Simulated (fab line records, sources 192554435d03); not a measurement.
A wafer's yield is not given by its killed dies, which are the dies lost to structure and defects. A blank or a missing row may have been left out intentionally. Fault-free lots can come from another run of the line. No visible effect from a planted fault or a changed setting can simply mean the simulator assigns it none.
A struck lot beside a sound one | flow n5Finfet | 37 steps out of a route of 1938
Sound: these wafers, L965.1, L965.2, L965.5. Struck: wafer L966.3 (left out: L966.4, L966.6 of the same lot, which were not struck); the cause appears at the end.
Per side, at each step with rows, come the tool, then ch with its chambers, and then its first start. Under that, the readings that differ: sound wafers | struck wafers | difference of the means | sigmas: that difference in standard deviations of wafers without a fault.
alike: words and numbers the same on both sides, and readings whose means are apart by under 2 such deviations; not compared: readings that were withheld, readings missing a value for some wafer, numbers with overlapping values and no deviation given by the record, and bounds like >300 which may hide the same value.
Wherever a step has rows on one side only, a row that says differs or no value, or a row with sigmas, the two part there. When numbers do not overlap yet have no deviation, they are printed without sigmas and do not part them. A reading missing from all wafers of one side parts the sides only when that side holds two or more wafers.

first, 9 steps without rows for these wafers: N5_MOL_CONTACT_COAG_COAT_34 (resist thk 40 nm); N5_MOL_CONTACT_COAG_EBR_36; N5_MOL_CONTACT_COAG_SOFTBAKE_35 (time 60 s); N5_MOL_CONTACT_COAG_EXPOSE_37 (exposes mask VD, defocus 0 nm); N5_MOL_CONTACT_COAG_PEB_38 (peb time 60 s); N5_MOL_CONTACT_COAG_DEVELOP_39 (develop time 30 s); N5_MOL_CONTACT_COAG_DESCUM_45 (chemistry O2, time 7 s); N5_MOL_CONTACT_COAG_ETCH_65 (etches underlayer in N2/H2, target depth 13 nm, time 10.4 s); N5_MOL_CONTACT_COAG_ETCH_66 (etches SiARC in CF4, target depth 13 nm, time 21.7 s).
N5_MOL_CONTACT_COAG_ALD_133: deposits SiO2, target thk 5 nm, pulse time 1 s, co reactant pulse time 1 s.
  sound on aldSin-01 ch 0,1,3, day 8 06:26; struck on aldSin-01 ch 1, day 8 10:13
reading                                           | sound             | struck | difference | sigmas
aldCycles                                         | 35 35 35          | 27     | -8         | 
precursorPulseHeightRel                           | 1.030 1.010 0.973 | 0.956  | -0.048     | -2
model.SiO2_of_MOL_CONTACT_COAG_ALD_133.thkNm (nm) | 5 5 5             | 3.8    | -1.2       | 
  alike: heaterPowerW
then, 25 steps without rows for these wafers: N5_MOL_CONTACT_COAG_ETCHBACK_134 (etches SiO2 in CHF3, target depth 10 nm, time 6.7 s); N5_MOL_CONTACT_COAG_ETCH_67 (etches SOC in N2/H2, target depth 60 nm, overetch 21 nm, time 101.2 s); N5_MOL_CONTACT_COAG_STRIP_68 (strips in N2/H2); N5_MOL_CONTACT_COAG_STRIP_69 (strips in N2/H2); N5_MOL_CONTACT_COAG_ETCHBACK_136 (etches SiO2 in CHF3, target depth 25 nm, time 16.7 s); N5_MOL_CONTACT_COAG_STRIP_120 (strips in CHF3); N5_MOL_CONTACT_COAG_VIA_ETCH_117 (etches SiO2 in C4F6/O2, target depth 40 nm, overetch 8 nm, time 26 s); N5_MOL_CONTACT_COAG_ETCH_124 (etches SiNx in CH3F/O2, stops on SiOC, target depth 6.5 nm); N5_MOL_CONTACT_COAG_ETCH_48 (etches SiOC in C4F6/O2, target depth 15 nm, overetch 4.5 nm, time 17 s); N5_MOL_CONTACT_COAG_STRIP_72 (strips in N2/H2); N5_MOL_CONTACT_COAG_STRIP_49 (strips in N2/H2, time 30 s); N5_MOL_CONTACT_COAG_PRECLEAN_138 (cleans in alkaline clean, time 60 s); N5_MOL_CONTACT_COAG_SRD_139 (time 30 s); N5_MOL_CONTACT_COAG_PRE_CLEAN_121; N5_MOL_CONTACT_COAG_CVD_140 (deposits W, target thk 66.5 nm, time 215 s); N5_MOL_CONTACT_COAG_PRECLEAN_127 (cleans in DIW, time 57.5 s); N5_MOL_CONTACT_COAG_SRD_128 (dry time 32 s); N5_MOL_CONTACT_COAG_CMP_52 (polishes, stops on SiO2, t overpolish 1.5 s, target thk 66.5 nm); N5_MOL_CONTACT_COAG_ANNEAL_112 (time 1800 s); N5_BEOL_M0_SAQP_PECVD_00 (deposits SiCN from 3MS/NH3, target thk 8 nm, time 14 s); N5_BEOL_M0_SAQP_ILD_DEP_01 (deposits SiOC from DEMS/O2, target thk 45.419 nm, time 8.7 s); N5_BEOL_M0_SAQP_HM_DEP_02 (deposits TiN, target thk 12 nm); N5_BEOL_M0_SAQP_PECVD_03 (deposits SiCN from 3MS/NH3, target thk 12 nm, time 21.1 s); N5_BEOL_M0_SAQP_PECVD_96 (deposits a-Si from SiH4/He, target thk 45 nm, time 45.2 s); N5_BEOL_M0_SAQP_PECVD_97 (deposits SiNx from SiH4/NH3/N2, target thk 23 nm, time 19.9 s).
-- here the record skips 3 days between the struck wafers' starts before and after, leaving off in module BEOL_M0_SAQP and picking up in module BEOL_M4 (first step shown: number 1111 of the route) --
N5_BEOL_M4_RC_MEAS_101:
  sound on prober-02 ch 0, day 11 00:19; struck on prober-02 ch 0, day 11 02:26
reading       | sound          | struck | difference | sigmas
DIBL_P (mV/V) | 41.8 35.9 39.9 | 34.2   | -5.0       | -2
SS_P (mV/dec) | 74.8 73.3 74.3 | 72.7   | -1.4       | -2
  alike: DIBL_N, IOFF_N, IOFF_P, ION_N, ION_P, SS_N, VT_N, VT_P
-- here the record skips 4 days between the struck wafers' starts before and after, leaving off in module BEOL_M4 and picking up in module PASSIVATION (first step shown: number 1936 of the route) --
N5_PASSIVATION_PROBE_49:
  record: rows for the struck wafers here (prober-02, day 15 06:01), none for the sound ones

WHERE THEY PART
Last at N5_PASSIVATION_PROBE_49 as far as this record goes, first at N5_MOL_CONTACT_COAG_ALD_133.

WHY: what had been put in by the simulator
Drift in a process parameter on aldSin-01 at N5_MOL_CONTACT_COAG_ALD_133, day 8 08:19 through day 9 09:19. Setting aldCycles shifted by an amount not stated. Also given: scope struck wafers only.
